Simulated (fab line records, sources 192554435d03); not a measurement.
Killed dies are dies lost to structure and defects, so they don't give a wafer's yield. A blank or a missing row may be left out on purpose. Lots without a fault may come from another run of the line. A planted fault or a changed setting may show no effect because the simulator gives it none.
Split-lot experiment | flow n5_finfet | 7 lots, 21 wafers read, on a route of 1938 steps

THE SPLIT
At N5_BEOL_M10_TRENCH_ETCH_37 (etches SiCOH lowk in C4F6/O2, target depth 148.83 nm, time 48 s), the setting source_w was moved away from the recipe's 345 W on 7 of the 21 wafers read, by -15.9% to +15.4%. The other wafers ran this setting at the recipe's value.

FROM THE SPLIT TO THE READING: what the file shows between them, 11 steps
- N5_BEOL_M10_ETCH_41: etches SiCN in CH3F/O2, target depth 42.6 nm, time 86 s
- N5_BEOL_M10_STRIP_77: strips in N2/H2, time 10 s
- N5_BEOL_M10_OCD_MEAS_38
- N5_BEOL_M10_HM_STRIP_39: strips TiN in peroxide tin strip, target depth 25 nm, time 158 s
- N5_BEOL_M10_SRD_40: time 30 s
- N5_BEOL_M10_ECD_50: material Cu, target thk 318 nm
- N5_BEOL_M10_ANNEAL_51: time 90 s
- N5_BEOL_M10_CMP_52: polishes, stops on SiCOH lowk, t overpolish 7 s, target thk 140 nm
- N5_BEOL_M10_THK_MEAS_53: measures by xrf
- N5_BEOL_M10_PRE_CLEAN_55: time 15 s
- N5_BEOL_M10_DEP_56: deposits SiCN from 3MS/NH3, target thk 15 nm, time 26.5 s

THE READING
M10_RS, in ohm/sq, at N5_BEOL_M10_RS_MEAS_57 (measures by four-point-probe). Fault-free wafers of this fab line usually give 0.149 ohm/sq, standard deviation 0.0035 ohm/sq.

wafer  | tool, chamber at the split | source_w as run, W | against the recipe | M10_RS, ohm/sq | against lot-mates on the recipe
L075.3 | rie_diel-05, 0             | 398.3              | +15.4%             | 0.145          | -0.012
L075.4 | rie_diel-05, 2             | 345                | recipe             | 0.156          | -
L075.6 | rie_diel-05, 2             | 345                | recipe             | 0.157          | -
L074.2 | rie_diel-05, 3             | 345                | recipe             | 0.150          | -
L074.3 | rie_diel-05, 2             | 290.1              | -15.9%             | 0.169          | +0.019
L074.6 | rie_diel-05, 0             | 290.1              | -15.9%             | 0.170          | +0.020
L083.3 | rie_diel-05, 3             | 345                | recipe             | 0.152          | -
L083.4 | rie_diel-05, 3             | 345                | recipe             | 0.151          | -
L083.5 | rie_diel-05, 0             | 345                | recipe             | 0.153          | -
L087.4 | rie_diel-05, 1             | 320.1              | -7.2%              | 0.159          | +0.010
L087.5 | rie_diel-05, 2             | 345                | recipe             | 0.149          | -
L087.6 | rie_diel-05, 1             | 320.1              | -7.2%              | 0.160          | +0.011
L086.1 | rie_diel-05, 2             | 376.4              | +9.1%              | 0.145          | -0.006
L086.2 | rie_diel-05, 0             | 376.4              | +9.1%              | 0.150          | -0.001
L086.4 | rie_diel-05, 0             | 345                | recipe             | 0.151          | -
L091.2 | rie_diel-01, 1             | 345                | recipe             | 0.146          | -
L091.3 | rie_diel-01, 2             | 345                | recipe             | 0.149          | -
L091.5 | rie_diel-01, 2             | 345                | recipe             | 0.150          | -
L093.3 | rie_diel-03, 3             | 345                | recipe             | 0.149          | -
L093.5 | rie_diel-03, 2             | 345                | recipe             | 0.146          | -
L093.6 | rie_diel-03, 3             | 345                | recipe             | 0.151          | -

THE FIT
A straight line over all 21 wafers: M10_RS changes by -0.000839 ohm/sq for each +1% of source_w; r = -0.86; the points scatter about the line by 0.0037 ohm/sq.
The same after taking each lot's own level away (the mean of its wafers on the recipe; 21 wafers): -0.000981 ohm/sq for each +1%; r = -0.94; scatter 0.0025 ohm/sq.
On that fit, the largest move of source_w shifts the reading by 0.016 ohm/sq.
The lots' own levels span 0.1483 to 0.1565 ohm/sq, that is 2.3 times the standard deviation above.
So the lot-to-lot level changes the slope: the two fits differ.
Check: with one of the wafers moved furthest among these (-15.9%) left out of the fit, the line predicts +0.0162 ohm/sq for it against its lot-mates. It came out at +0.019 ohm/sq against them.
Tool readings at the split's step, against how far the setting was moved: rf_vpp_V r = -0.92.

OTHER SPLITS ON THESE WAFERS
These wafers also went through other splits before the reading. Each is held against what the fit with the lots' levels taken away leaves over:
other split on the same wafers | wafers away from the commonest value | r with M10_RS (lot level and that fit taken away)
N5_BEOL_M8_COAT_22 spin_rpm    | 6                                    | +0.25
N5_BEOL_M9_COAT_22 spin_rpm    | 7                                    | +0.09
N5_BEOL_M9_ETCH_66 time_s      | 9                                    | -0.31
N5_BEOL_M10_VIA_ETCH_34 time_s | 9                                    | +0.03

THE WHOLE CHAIN: every reading that the file lists as answering this split, in the file's order
step                       | what it does                                                       | reading                                                                       | change (the file's fit)               | r (the file's)
N5_BEOL_M10_TRENCH_ETCH_37 | etches SiCOH lowk in C4F6/O2, target depth 148.83 nm, time 48 s    | rf_vpp_V                                                                      | -3.9 V for each +1% of the setting    | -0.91
N5_BEOL_M10_TRENCH_ETCH_37 | etches SiCOH lowk in C4F6/O2, target depth 148.83 nm, time 48 s    | etch.depth_nm (the simulator's own value, which no gauge read)                | +0.707 nm for each +1% of the setting | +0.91
N5_BEOL_M10_TRENCH_ETCH_37 | etches SiCOH lowk in C4F6/O2, target depth 148.83 nm, time 48 s    | BEOL_M10.feature_depth_nm (the simulator's own value, which no gauge read)    | +0.705 nm for each +1% of the setting | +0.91
N5_BEOL_M10_OCD_MEAS_38    |                                                                    | trench_depth_nm                                                               | +0.734 nm for each +1% of the setting | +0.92
N5_BEOL_M10_CMP_52         | polishes, stops on SiCOH lowk, t overpolish 7 s, target thk 140 nm | Cu_of_BEOL_M10_ECD_50.thk_nm (the simulator's own value, which no gauge read) | +0.757 nm for each +1% of the setting | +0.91
N5_BEOL_M10_THK_MEAS_53    | measures by xrf                                                    | M10_THK                                                                       | +0.786 for each +1% of the setting    | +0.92
N5_BEOL_M10_RS_MEAS_57     | measures by four-point-probe                                       | M10_RS                                                                        | -0.000958 for each +1% of the setting | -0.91

THE FILE'S OWN FIT
M10_RS changes by -0.000958 ohm/sq for each +1% of source_w, r = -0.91.
